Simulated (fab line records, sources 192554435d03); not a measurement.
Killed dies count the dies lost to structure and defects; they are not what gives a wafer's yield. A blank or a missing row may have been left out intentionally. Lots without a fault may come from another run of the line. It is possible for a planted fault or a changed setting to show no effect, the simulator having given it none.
Tool commonality check | flow n5_finfet | 21 wafers sampled across 7 lots

== WHAT PROMPTED THE OPENING ==
At N5_BEOL_M8_CD_MEAS_11 the reading cd_nm is flagged on 2 of 7 lots. Fault-free wafers read 38.6 nm, with a standard deviation of 0.47.
Rule: a lot is flagged when every wafer of it that has a number lies more than 4 standard deviations from that mean, or none has a number. The rest of the lots are taken to be sound.

lot  | measured     | on        | cd_nm (nm), wafer by wafer | flag
L944 | day 10 11:53 | cd_sem-02 | 39.2 38.4 39.1             |
L946 | day 10 16:18 | cd_sem-02 | 39.0 38.9 39.2             |
L951 | day 12 09:10 | cd_sem-02 | 43.0 42.7 42.4             | FLAGGED
L953 | day 12 14:01 | cd_sem-01 | 42.0 42.0 42.0             | FLAGGED
L952 | day 12 14:26 | cd_sem-02 | 39.0 38.9 39.1             |
L960 | day 14 05:33 | cd_sem-01 | 37.8 38.6 38.5             |
L962 | day 15 02:20 | cd_sem-03 | 38.4 39.2 38.4             |
The numbers of the flagged lots are 42.4 nm on average: +3.8 nm against the usual, or +8 standard deviations.

== WHICH TOOL RAN EACH LOT ==
The record keeps 1 process step preceding the reading, out of 1938 steps on the route. In each cell: the tool, then ch and the chambers that the sampled wafers went through, then the start.
lot  | flag    | N5_BEOL_M8_EXPOSE_08
L944 |         | arfi_scanner-01 ch 0, day 10 11:46
L946 |         | arfi_scanner-01 ch 0, day 10 16:11
L951 | FLAGGED | arfi_scanner-01 ch 0, day 12 09:02
L953 | FLAGGED | arfi_scanner-01 ch 0, day 12 13:54
L952 |         | arfi_scanner-03 ch 0, day 12 14:19
L960 |         | arfi_scanner-02 ch 0, day 14 05:25
L962 |         | arfi_scanner-03 ch 0, day 15 02:12
What is done by these steps:
- N5_BEOL_M8_EXPOSE_08: exposes mask M8.
- N5_BEOL_M8_CD_MEAS_11: target cd 38.5 nm.

== FLAGGED AGAINST TOTAL, ONE TOOL AT A TIME (gauges that did the reading follow at the end) ==
step                  | tool            | lots run | flagged | share of the flagged lots | sound lots run after its first flagged lot
N5_BEOL_M8_EXPOSE_08  | arfi_scanner-01 | 4        | 2       | all                       | 0
N5_BEOL_M8_EXPOSE_08  | arfi_scanner-02 | 1        | 0       | none                      | -
N5_BEOL_M8_EXPOSE_08  | arfi_scanner-03 | 2        | 0       | none                      | -
N5_BEOL_M8_CD_MEAS_11 | cd_sem-01       | 2        | 1       | some                      | 1 (L960)
N5_BEOL_M8_CD_MEAS_11 | cd_sem-02       | 4        | 1       | some                      | 1 (L952)
N5_BEOL_M8_CD_MEAS_11 | cd_sem-03       | 1        | 0       | none                      | -

== WHAT THE TABLE PERMITS ==
Rows of the table that ran each flagged lot: 1, that is arfi_scanner-01 at N5_BEOL_M8_EXPOSE_08.
- arfi_scanner-01 at N5_BEOL_M8_EXPOSE_08 ran 4 lots, 2 of them flagged. It ran its last sound lot, L946, at day 10 16:11 and its first flagged lot, L951, at day 12 09:02: a fault with its onset between the two fits. Its own readings (exposure_dose_mJ_cm2) fall more than 4 standard deviations out on all wafers of the flagged lots.
arfi_scanner-01 at N5_BEOL_M8_EXPOSE_08 is the single tool remaining.

== WHAT THE SIMULATOR HAD PUT IN ==
Process parameters drifting: arfi_scanner-01 at N5_BEOL_M8_EXPOSE_08, beginning at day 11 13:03. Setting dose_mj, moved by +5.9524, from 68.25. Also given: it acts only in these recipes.
Shown lots that were struck: L951, L953. The rule given above showed the same thing.
